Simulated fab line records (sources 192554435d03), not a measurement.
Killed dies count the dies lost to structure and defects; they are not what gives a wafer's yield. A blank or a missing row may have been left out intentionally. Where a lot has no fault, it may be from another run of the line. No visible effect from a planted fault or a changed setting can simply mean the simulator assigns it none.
Lot-split experiment | flow n5 finfet | on a route of 1938 steps: 7 lots, 39 wafers read

## ABOUT THE SPLIT
At N5_SD_EPI_N_SD_RECESS_17 (chemistry HBr/Cl2/O2, target depth 41 nm, time 23.7 s, bt time 3 s), the setting time s was moved away from the recipe's 23.7 s on 18 of the 39 wafers read, by -6.9% to +7.0%. This setting was run at the recipe's value on the other wafers.

## FROM THE SPLIT TO THE READING: what the file shows between them, 2 steps
- N5_SD_EPI_N_STRIP_38: strips in N2/H2
- N5_SD_EPI_N_WET_ETCH_43: etches SiO2 in dHF, time 14 s, target depth 1.5 nm

## THE READING
Si_of_WELL_APT_EPI_41.thk nm (the simulator's own value, which no gauge read), in nm, at N5_SD_EPI_N_STRIP_18 (strips in SPM, time 750 s). The file does not state a usual value for it. Across the 21 wafers here that went through the recipe, the average is 8.4 nm and the standard deviation 1 nm.

wafer  | tool, chamber at the split | time s as run, s | against the recipe | Si_of_WELL_APT_EPI_41.thk nm, nm | against lot-mates on the recipe
L074.1 | rie si-04, 1               | 22.62            | -4.6%              | 9.2                              | +1.5
L074.5 | rie si-04, 0               | 22.62            | -4.6%              | 9.2                              | +1.5
L074.2 | rie si-04, 3               | 23.7             | recipe             | 7.6                              | -
L074.3 | rie si-04, 2               | 23.7             | recipe             | 8.4                              | -
L074.4 | rie si-04, 0               | 23.7             | recipe             | 7.2                              | -
L074.6 | rie si-04, 1               | 22.62            | -4.6%              | 9                                | +1.3
L077.1 | rie si-04, 0               | 25.36            | +7.0%              | 3.8                              | -3.6
L077.2 | rie si-04, 2               | 23.7             | recipe             | 7.6                              | -
L077.6 | rie si-04, 0               | 23.7             | recipe             | 7.6                              | -
L077.3 | rie si-04, 1               | 23.7             | recipe             | 7                                | -
L077.4 | rie si-04, 3               | 25.36            | +7.0%              | 5.2                              | -2.2
L077.5 | rie si-04, 3               | 25.36            | +7.0%              | 4.2                              | -3.2
L083.1 | rie si-02, 1               | 23.7             | recipe             | 9                                | -
L083.2 | rie si-02, 2               | 23.7             | recipe             | 11.2                             | -
L083.3 | rie si-02, 3               | 23.03            | -2.8%              | 12.2                             | +2.7
L083.4 | rie si-02, 0               | 23.03            | -2.8%              | 11.8                             | +2.3
L083.5 | rie si-02, 0               | 23.03            | -2.8%              | 11.2                             | +1.7
L083.6 | rie si-02, 1               | 23.7             | recipe             | 8.4                              | -
L084.1 | rie si-04, 2               | 23.7             | recipe             | 8.8                              | -
L084.3 | rie si-04, 3               | 23.7             | recipe             | 8.8                              | -
L084.2 | rie si-04, 0               | 23.7             | recipe             | 7.2                              | -
L085.1 | rie si-04, 0               | 22.93            | -3.2%              | 8.2                              | +0.2
L085.2 | rie si-04, 3               | 23.7             | recipe             | 8.8                              | -
L085.3 | rie si-04, 2               | 22.93            | -3.2%              | 9.4                              | +1.4
L085.4 | rie si-04, 1               | 22.93            | -3.2%              | 9                                | +1.0
L085.5 | rie si-04, 3               | 23.7             | recipe             | 7.8                              | -
L085.6 | rie si-04, 2               | 23.7             | recipe             | 7.4                              | -
L087.1 | rie si-02, 2               | 22.41            | -5.4%              | 12                               | +3.3
L087.2 | rie si-02, 3               | 23.7             | recipe             | 9.6                              | -
L087.3 | rie si-02, 1               | 23.7             | recipe             | 7.2                              | -
L087.4 | rie si-02, 0               | 22.41            | -5.4%              | 11.4                             | +2.7
L087.5 | rie si-02, 3               | 23.7             | recipe             | 9.2                              | -
L087.6 | rie si-02, 2               | 22.41            | -5.4%              | 12.4                             | +3.7
L088.1 | rie si-04, 2               | 23.7             | recipe             | 9.2                              | -
L088.2 | rie si-04, 3               | 23.7             | recipe             | 9.6                              | -
L088.3 | rie si-04, 1               | 22.07            | -6.9%              | 11.6                             | +2.4
L088.4 | rie si-04, 1               | 22.07            | -6.9%              | 12.8                             | +3.6
L088.5 | rie si-04, 2               | 23.7             | recipe             | 8.8                              | -
L088.6 | rie si-04, 3               | 22.07            | -6.9%              | 12.2                             | +3.0

FIT RESULTS
A straight line over all 39 wafers: Si_of_WELL_APT_EPI_41.thk nm changes by -0.535 nm for each +1% of time s; r = -0.84; the points scatter about the line by 1.2 nm.
The same after taking each lot's own level away (the mean of its wafers on the recipe; 39 wafers): -0.448 nm for each +1%; r = -0.89; scatter 0.77 nm.
That fit puts the effect of the largest move of time s on the reading at 3.1 nm.
Across the lots, their own levels run from 7.40 to 9.53 nm, a range of 2.1 times the standard deviation given above.
So the slope is not independent of the lot-to-lot level: the two fits are not the same.
Check: with one of the wafers moved furthest among these (+7.0%) left out of the fit, the line predicts -2.99 nm for it against its lot-mates. Against them it came out at -3.6 nm.

## OTHER SPLITS APPLIED TO THESE WAFERS
Other splits were also applied to these wafers ahead of the reading. Each is held against what the fit with the lots' levels taken away leaves over:
other split on the same wafers  | wafers away from the commonest value | r with Si_of_WELL_APT_EPI_41.thk nm (lot level and that fit taken away)
N5_FIN_SAQP_FIN_ETCH_36 bias w  | 18                                   | +0.20
N5_DUMMY_GATE_EXPOSE_12 dose mj | 9                                    | -0.21

## THE WHOLE CHAIN: every reading that the file lists as answering this split, in the file's order
step                     | what it does                                                       | reading                                                                       | change (the file's fit)               | r (the file's)
N5_SD_EPI_N_SD_RECESS_17 | chemistry HBr/Cl2/O2, target depth 41 nm, time 23.7 s, bt time 3 s | etch.depth nm (the simulator's own value, which no gauge read)                | +0.424 nm for each +1% of the setting | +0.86
N5_SD_EPI_N_SD_RECESS_17 | chemistry HBr/Cl2/O2, target depth 41 nm, time 23.7 s, bt time 3 s | Si_of_WELL_APT_EPI_41.thk nm (the simulator's own value, which no gauge read) | -0.455 nm for each +1% of the setting | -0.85
N5_SD_EPI_N_SD_RECESS_17 | chemistry HBr/Cl2/O2, target depth 41 nm, time 23.7 s, bt time 3 s | SD_EPI_N.feature depth nm (the simulator's own value, which no gauge read)    | +0.415 nm for each +1% of the setting | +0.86
N5_SD_EPI_N_STRIP_18     | strips in SPM, time 750 s                                          | Si_of_WELL_APT_EPI_41.thk nm (the simulator's own value, which no gauge read) | -0.453 nm for each +1% of the setting | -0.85

## FILE'S OWN FIT
Si_of_WELL_APT_EPI_41.thk nm changes by -0.453 nm for each +1% of time s, r = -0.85.
